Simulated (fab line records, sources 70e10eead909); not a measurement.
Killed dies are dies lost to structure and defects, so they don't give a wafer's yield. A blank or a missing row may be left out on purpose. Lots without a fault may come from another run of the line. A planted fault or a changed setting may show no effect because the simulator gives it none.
Which tool did it? | flow nand_harc | 12 lots, 36 wafers sampled, at 4 steps of a route of 1159

WHAT THE GAUGES READ, wafer by wafer
NHARC_A_CONTACT_CD_MEAS_53.
lot  | measured     | on        | cd_nm (nm)
L076 | day 16 19:50 | cd_sem-01 | 190.6 190.7 190.6
L077 | day 17 02:24 | cd_sem-03 | 190.3 189.2 190.1
L079 | day 17 10:46 | cd_sem-02 | 190.8 189.4 190.6
L084 | day 18 15:44 | cd_sem-02 | 190.7 189.8 190.2
L083 | day 18 18:16 | cd_sem-01 | 189.8 190.5 189.3
L087 | day 19 17:41 | cd_sem-01 | 190.3 190.2 190.3
L089 | day 20 02:03 | cd_sem-01 | 189.6 189.5 189.6
L088 | day 20 06:44 | cd_sem-02 | 189.4 188.9 189.2
L090 | day 20 11:31 | cd_sem-03 | 188.4 189.9 189.3
L093 | day 20 21:45 | cd_sem-03 | 189.1 190.0 190.1
L095 | day 21 14:38 | cd_sem-01 | 189.5 190.9 189.8
L097 | day 22 08:32 | cd_sem-01 | 188.8 189.2 189.6

WHICH TOOL RAN EACH LOT (tool, then ch and the chambers of the sampled wafers, then the start)
lot  | NHARC_A_CONTACT_ETCH_49                       | NHARC_A_CONTACT_ETCH_117             | NHARC_A_CONTACT_ETCH_121
L076 | rie_diel-04 ch 2,3, day 16 18:28 or earlier   | har_cap_etch-01 ch 0,1, day 16 18:28 | har_cap_etch-01 ch 0,1, day 16 18:50
L077 | rie_diel-05 ch 1,2, day 17 00:45 or earlier   | har_cap_etch-03 ch 0,1, day 17 00:45 | har_cap_etch-03 ch 0,1, day 17 01:14
L079 | rie_diel-07 ch 0,2, day 17 09:23 or earlier   | har_cap_etch-01 ch 0,1, day 17 09:23 | har_cap_etch-01 ch 0,1, day 17 09:46
L084 | rie_diel-04 ch 0,2, day 18 14:23 or earlier   | har_cap_etch-03 ch 0,1, day 18 14:23 | har_cap_etch-03 ch 0,1, day 18 14:46
L083 | rie_diel-04 ch 0,1,2, day 18 16:53 or earlier | har_cap_etch-01 ch 0,1, day 18 16:53 | har_cap_etch-01 ch 0,1, day 18 17:16
L087 | rie_diel-04 ch 0,2,3, day 19 16:19 or earlier | har_cap_etch-02 ch 0,1, day 19 16:19 | har_cap_etch-02 ch 0,1, day 19 16:40
L089 | rie_diel-07 ch 0,2, day 20 00:38 or earlier   | har_cap_etch-01 ch 0,1, day 20 00:38 | har_cap_etch-01 ch 0,1, day 20 01:01
L088 | rie_diel-04 ch 0,3, day 20 04:53 or earlier   | har_cap_etch-03 ch 0, day 20 04:53   | har_cap_etch-03 ch 0, day 20 05:22
L090 | rie_diel-04 ch 2,3, day 20 10:08 or earlier   | har_cap_etch-02 ch 0,1, day 20 10:08 | har_cap_etch-02 ch 0,1, day 20 10:29
L093 | rie_diel-07 ch 0,1,2, day 20 20:23 or earlier | har_cap_etch-02 ch 0,1, day 20 20:23 | har_cap_etch-02 ch 0,1, day 20 20:44
L095 | rie_diel-07 ch 0,1,2, day 21 13:17 or earlier | har_cap_etch-03 ch 0,1, day 21 13:17 | har_cap_etch-03 ch 0,1, day 21 13:38
L097 | rie_diel-05 ch 0,1,2, day 22 07:12 or earlier | har_cap_etch-01 ch 0,1, day 22 07:12 | har_cap_etch-01 ch 0,1, day 22 07:34
- NHARC_A_CONTACT_ETCH_49: etches the open film in N2/H2, target depth 260 nm, time 475.3 s.
- NHARC_A_CONTACT_ETCH_117: etches the open film in C4F8/O2/Ar, time 94 s, target depth 922 nm.
- NHARC_A_CONTACT_ETCH_121: etches the open film in C4F8/O2/Ar, time 94 s, target depth 922 nm.

THE ANSWER, worked out from the rows above alone
Rule: what is usual is taken from the lots themselves. Put in order of their means at a reading, lots are off if they are a third of the lots or fewer, leave a main group of 4 or more, and stand apart from it by a gap of 3 or more times the standard deviation of the main group's means; of several such gaps the widest counts. A main group whose means are all the same, to the digits that the tables above print for the reading, isn't used. A lot without any number at a reading at which 4 lots or more have one is off too. The other lots that the step has rows for count as sound.
No lot is off at any reading shown: from this, nothing can be told.

WHAT THE SIMULATOR HAD PUT IN
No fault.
